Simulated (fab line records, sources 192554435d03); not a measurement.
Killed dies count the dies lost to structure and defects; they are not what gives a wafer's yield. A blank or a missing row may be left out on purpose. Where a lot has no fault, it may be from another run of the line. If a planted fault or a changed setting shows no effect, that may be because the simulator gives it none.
Problem report, 8D (eight disciplines) form, completed by code ; flow n5Finfet ; the parts of the form that need people (team, actions taken, sign-off) are left out

## 1. PROBLEM STATEMENT
rfFwdPowerW at N5_BEOL_M4_VIA_ETCH_34 reads a mean of 430.6 W on 2 wafers of 2 lots; wafers without a fault read 347.1 W with a standard deviation of 1.1. That is +76 standard deviations from the usual mean.
The step: etches the open film in C4F6/O2, target depth 69.4 nm, time 65.9 s.
Seen first at day 10 06:21 on rieDiel-05, wafer L648.6. The record has a number at this step for 18 wafers belonging to 6 lots. Rule for "out", or "out of limits": more than 4 standard deviations from the usual mean. The rest of the wafers with a number are treated as sound.

## 2. WHAT IT IS, WHAT IT ISN'T
question;is;is not
which readings at this step;rfFwdPowerW, rfVppV;drypumpMotorCurrentA, oesProductAu, showerheadPlenumPTorr, throttleValvePct
which lots;L648, L650;L640, L645, L656, L657
which wafers of those lots;L648.6, L650.6;L648.2, L648.4, L650.1, L650.3
read on which tools;rieDiel-05;rieDiel-02
when;from day 10 06:21;"up to then (8 sound wafers); but 8 sound wafers of L650, L656, L657 came after"

## 3. THE SUSPECTS, EACH WITH WHAT RULES IT OUT
Counting: a tool at a process step up to the reading stays a suspect if it ran every lot that is out. Sound lots after the first of them don't rule it out here, since some wafers of a struck lot are sound.
- aldSin-03 at N5_BEOL_M4_ALD_98 (deposits SiO2, target thk 2.5 nm, pulse time 1 s, co reactant pulse time 1 s): kept. It ran every lot that is out, first L648 (day 10 05:55).
- rieDiel-05 at N5_BEOL_M4_ETCHBACK_99 (etches SiO2 in CHF3, target depth 5 nm, time 10.4 s): kept. Every lot that is out went through it, the first being L648 (day 10 06:13); the last sound lot it ran before that was L645 (day 9 14:04).
- rieDiel-05 at N5_BEOL_M4_ETCH_70 (etches SOC in N2/H2, target depth 80 nm, overetch 24 nm, time 130 s): kept. Every lot that is out went through it, the first being L648 (day 10 06:14); the last sound lot it ran before that was L645 (day 9 14:06).
- rieDiel-05 at N5_BEOL_M4_VIA_ETCH_34 (etches the open film in C4F6/O2, target depth 69.4 nm, time 65.9 s): kept. Every lot that is out went through it, the first being L648 (day 10 06:21); the last sound lot it ran before that was L645 (day 9 14:12). Its own rfFwdPowerW, rfVppV readings are out on those wafers.
- rieDiel-05, N5_BEOL_M4_ETCHBACK_99: wafers that are out in chamber 1, sound lot-mates in chambers 0, 2, 3.
- rieDiel-05, N5_BEOL_M4_ETCH_70: wafers that are out in chamber 1, sound lot-mates in chambers 0, 2, 3.
- rieDiel-05, N5_BEOL_M4_VIA_ETCH_34: wafers that are out in chamber 1, sound lot-mates in chambers 0, 2, 3.
Left after counting: aldSin-03 at N5_BEOL_M4_ALD_98, rieDiel-05 at N5_BEOL_M4_ETCHBACK_99, rieDiel-05 at N5_BEOL_M4_ETCH_70, rieDiel-05 at N5_BEOL_M4_VIA_ETCH_34.

## 4. THE CAUSE (what the simulator had put in)
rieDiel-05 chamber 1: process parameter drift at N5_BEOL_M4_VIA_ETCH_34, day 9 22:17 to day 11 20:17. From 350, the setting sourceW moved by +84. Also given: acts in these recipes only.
Counting left 4 suspects, and this tool is among them.

## 5. THE EFFECT CHAIN, in route order
Each row: a reading whose mean over the struck wafers that have a number lies more than 3 standard deviations from the usual. Readings are gone through only where the record gives a usual standard deviation; hours: the median, over the lots, of the time from a lot's start at the first step in this table giving one to that lot's start at this step; sigmas: the change measured in usual standard deviations.
hours;step;reading;usual;on struck wafers;change;sigmas
0;N5_BEOL_M4_VIA_ETCH_34;oes_f_703_au;0.81 a.u.;1.15;+0.34;+4.0
0;N5_BEOL_M4_VIA_ETCH_34;oes_o_777_au;0.81 a.u.;1.15;+0.33;+3.9
0;N5_BEOL_M4_VIA_ETCH_34;rfFwdPowerW;347.1 W;430.6;+83.4;+76
0;N5_BEOL_M4_VIA_ETCH_34;rfVppV;665 V;583;-82;-5.1
It contains these process steps:
- N5_BEOL_M4_VIA_ETCH_34: etches the open film in C4F6/O2, target depth 69.4 nm, time 65.9 s.
Later measuring or inspecting steps at which every struck wafer that the step has a row for has a number for every such reading, and none has moved that far: N5_BEOL_M4_RC_MEAS_101.

## 6. HOW IT WOULD HAVE BEEN CAUGHT EARLIER
In this record the first reading out of limits was taken at day 10 06:21, 8 hours after the fault began at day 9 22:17.
